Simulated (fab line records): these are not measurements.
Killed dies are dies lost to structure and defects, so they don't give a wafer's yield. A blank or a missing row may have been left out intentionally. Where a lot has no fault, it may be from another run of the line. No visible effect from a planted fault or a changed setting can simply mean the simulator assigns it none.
The tool behind it: which one?	flow n5_finfet	10 lots (28 wafers sampled), 1 step of a 1938-step route

WHAT EACH GAUGE READ, for each wafer
N5_BEOL_M3_CD_MEAS_18: pitch 36 nm, target cd 18 nm.
lot	measured	on	cd_nm (nm)
L646	day 9 07:06	cd_sem-01	18.6 17.9 18.0
L647	day 9 20:54	cd_sem-03	18.0 17.8
L648	day 9 23:38	cd_sem-03	18.2 18.0 17.8
L651	day 10 11:40	cd_sem-02	17.8 18.3 17.9
L650	day 10 18:41	cd_sem-02	18.8 18.0
L652	day 11 01:05	cd_sem-03	18.2 18.8 17.7
L659	day 12 14:23	cd_sem-02	18.3 18.4 18.6
L662	day 13 15:11	cd_sem-03	17.7 17.7 17.9
L665	day 14 10:41	cd_sem-03	17.5 17.9 17.7
L667	day 14 21:58	cd_sem-03	17.4 17.6 17.5

EACH LOT AND THE TOOL THAT RAN IT (in order: tool; ch and the chambers of the sampled wafers; start)
The record shows no process step preceding these readings.

THE ANSWER, worked out from the rows above alone
Rule: usual is defined by the lots themselves. The widest of any qualifying gaps counts: lots, ordered by their means at a reading, are off when they make up no more than a third of the lots, leave a main group of 4 or more, and stand apart from it by 3 or more times the standard deviation of that group's means. A main group whose means are all the same, to the digits that the tables above print for the reading, isn't used. A lot without any number at a reading at which 4 lots or more have one is off too. All remaining lots with rows at the step are treated as sound.
Nothing can be told from this: no lot is off at any reading shown.

WHAT WAS PUT IN BY THE SIMULATOR
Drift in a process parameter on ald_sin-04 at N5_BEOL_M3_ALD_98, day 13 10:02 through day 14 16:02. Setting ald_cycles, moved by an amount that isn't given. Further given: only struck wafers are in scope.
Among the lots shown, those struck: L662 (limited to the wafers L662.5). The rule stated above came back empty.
